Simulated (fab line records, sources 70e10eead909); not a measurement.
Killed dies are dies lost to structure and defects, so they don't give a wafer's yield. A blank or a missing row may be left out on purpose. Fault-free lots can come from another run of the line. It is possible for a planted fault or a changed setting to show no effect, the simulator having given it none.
A lot that was struck, set against a sound lot -- flow nand harc -- 14 out of 1302 route steps
Sound: wafers L363.2, L363.5, L363.6. Struck: wafer L375.5. (L375.6 of the same lot was not struck and is left out.) The cause comes at the end.
At each step with rows: each side's tool, then ch and its chambers, then its first start. Under that, the readings that differ: sound wafers -- struck wafers -- difference of the means -- sigmas: that difference in standard deviations of wafers without a fault.
alike: a reading whose means differ by less than 2 such deviations, as well as words and numbers matching on both sides. not compared: withheld readings; readings where some wafer has no value; bounds like >300 that might hide an equal value; numbers whose values overlap and for which the record gives no deviation.
A row with sigmas, a row that says differs or no value, or rows on one side alone: a step with any of these is where the two part. Numbers that have no deviation but don't overlap get no sigmas and don't part them. A reading missing from all wafers of one side parts the sides only when that side holds two or more wafers.

first, 6 steps without rows for these wafers: NHARC_A_BLC_COAT_04 (resist thk 90 nm); NHARC_A_BLC_SOFTBAKE_05 (time 55 s); NHARC_A_BLC_EBR_06; NHARC_A_BLC_EXPOSE_07 (exposes mask A BLC, target cd 100 nm); NHARC_A_BLC_PEB_08 (peb time 65 s); NHARC_A_BLC_DEVELOP_09 (develop time 35 s).
NHARC_A_BLC_CD_MEAS_10: target cd 100 nm.
  sound on cd sem-03 ch 0, day 23 03:49; struck on cd sem-02 ch 0, day 29 14:35
  alike: cd nm
NHARC_A_BLC_OVL_MEAS_11:
  struck on overlay-01, day 29 14:40; sound on overlay-02, day 23 03:55
  alike: overlay x nm, overlay y nm
NHARC_A_BLC_INSPECT_12:
  struck on defect inspect-02, day 29 14:42; sound on defect inspect-01, day 23 03:57
  alike: raw defect count
NHARC_A_BLC_DESCUM_15: chemistry O2, time 3 s.
  sound on rie diel-07 ch 1,2,3, day 23 04:01; struck on rie diel-07 ch 0, day 29 14:47
  alike: drypump motor current A, oes product au, rf vpp V, showerhead plenum p Torr, throttle valve pct
  not compared: rf hours counter h
NHARC_A_BLC_ETCH_16: etches the open film in CF4, target depth 39 nm, time 65 s.
  sound on rie diel-07 ch 1,2, day 23 04:06; struck on rie diel-07 ch 0, day 29 14:52
  alike: drypump motor current A, oes product au, rf vpp V, showerhead plenum p Torr, throttle valve pct
  not compared: rf hours counter h
NHARC_A_BLC_ETCH_17: etches the open film in N2/H2, target depth 390 nm, time 609.38 s.
  sound: rie diel-07 ch 0,1; struck: rie diel-07 ch 0
  alike: drypump motor current A, oes product au, rf vpp V, showerhead plenum p Torr, throttle valve pct
  not compared: rf hours counter h
NHARC_A_BLC_ETCH_18: etches the open film in C4F8/O2/Ar, target depth 910 nm.
  sound on rie diel-07 ch 1,2,3, day 23 04:43; struck on rie diel-07 ch 0, day 29 15:30
reading,sound,struck,difference,sigmas
oes product au (a.u.),0.930 0.957 0.943,1.152,+0.209,+11
  alike: rf vpp V
  not compared: rf hours counter h
NHARC_A_BLC_CD_MEAS_19:
  struck on cd sem-03, day 29 15:44; sound on cd sem-01, day 23 04:59
  alike: cd nm

== WHERE THEY PART ==
Only at NHARC_A_BLC_ETCH_18, as far as this record shows. Later steps at which nothing parts them and some readings are alike: NHARC_A_BLC_CD_MEAS_19.

WHY: the cause the simulator had injected
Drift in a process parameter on rie diel-07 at NHARC_A_BLC_ETCH_18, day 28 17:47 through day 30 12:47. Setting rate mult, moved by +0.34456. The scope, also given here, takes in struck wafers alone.
